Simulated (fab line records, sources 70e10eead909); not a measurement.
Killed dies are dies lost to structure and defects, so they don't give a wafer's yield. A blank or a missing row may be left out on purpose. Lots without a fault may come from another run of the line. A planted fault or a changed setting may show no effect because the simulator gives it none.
Chamber matching | flow nand_harc | NHARC_P_GATE_ALD_36 on ald_sin-01: 4 sister chambers
The step deposits SiNx, target thk 20 nm, pulse time 60 s, ald cycles 223. 16 wafers are shown with their chamber, then 8 later ones without.

WAFERS WITH THEIR CHAMBER
wafer  | chamber | heater_power_w (W) | precursor_pulse_height_rel
L074.1 | 3       | 779                | 1.042
L074.2 | 0       | 796                | 1.004
L074.5 | 2       | 706                | 0.994
L077.1 | 3       | 791                | 1.000
L077.4 | 2       | 698                | 0.977
L077.5 | 3       | 800                | 0.966
L080.4 | 3       | 791                | 1.038
L080.3 | 2       | 724                | 1.017
L080.6 | 3       | 774                | 0.998
L083.2 | 1       | 832                | 0.988
L083.1 | 2       | 723                | 1.004
L083.6 | 1       | 823                | 1.001
L089.2 | 2       | 713                | 1.012
L089.3 | 3       | 786                | 1.012
L089.5 | 3       | 768                | 0.974
L090.1 | 3       | 771                | 1.011

SIGNATURES (means of the wafers above)
reading                    | chamber 0 | chamber 1 | chamber 2 | chamber 3 | scatter within a chamber
heater_power_w             | 796.00    | 827.50    | 712.80    | 782.50    | 10.9
precursor_pulse_height_rel | 1.00400   | 0.99450   | 1.00080   | 1.00513   | 0.0227
Rule: a wafer's distance from a chamber is the root of the sum, over the readings, of the square of ((its reading less the chamber's mean) divided by the reading's scatter). The wafer belongs to the nearest chamber; if the next one is less than 2 further off, it can't be placed. The scatter: the root of (the sum of the squares of (reading less its chamber's mean) over the shown wafers, divided by (wafers less chambers)).

WAFERS WITHOUT THEIR CHAMBER
wafer  | heater_power_w (W) | precursor_pulse_height_rel
L090.2 | 819                | 1.017
L090.5 | 775                | 0.993
L093.1 | 839                | 1.023
L093.4 | 732                | 1.009
L093.6 | 846                | 1.001
L096.4 | 739                | 0.988
L096.2 | 770                | 0.980
L096.6 | 829                | 0.980

WHICH CHAMBER EACH WENT THROUGH
wafer  | from the rows above     | in truth
L090.2 | can't be placed: 1 or 0 | 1
L090.5 | can't be placed: 3 or 0 | 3
L093.1 | 1                       | 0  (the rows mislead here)
L093.4 | 2                       | 2
L093.6 | 1                       | 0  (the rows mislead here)
L096.4 | can't be placed: 2 or 3 | 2
L096.2 | can't be placed: 3 or 0 | 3
L096.6 | 1                       | 1
Placed correctly: 2 of 8. Can't be placed from these rows: 4 (the true chamber is among the candidates in 4). Placed wrongly: 2.
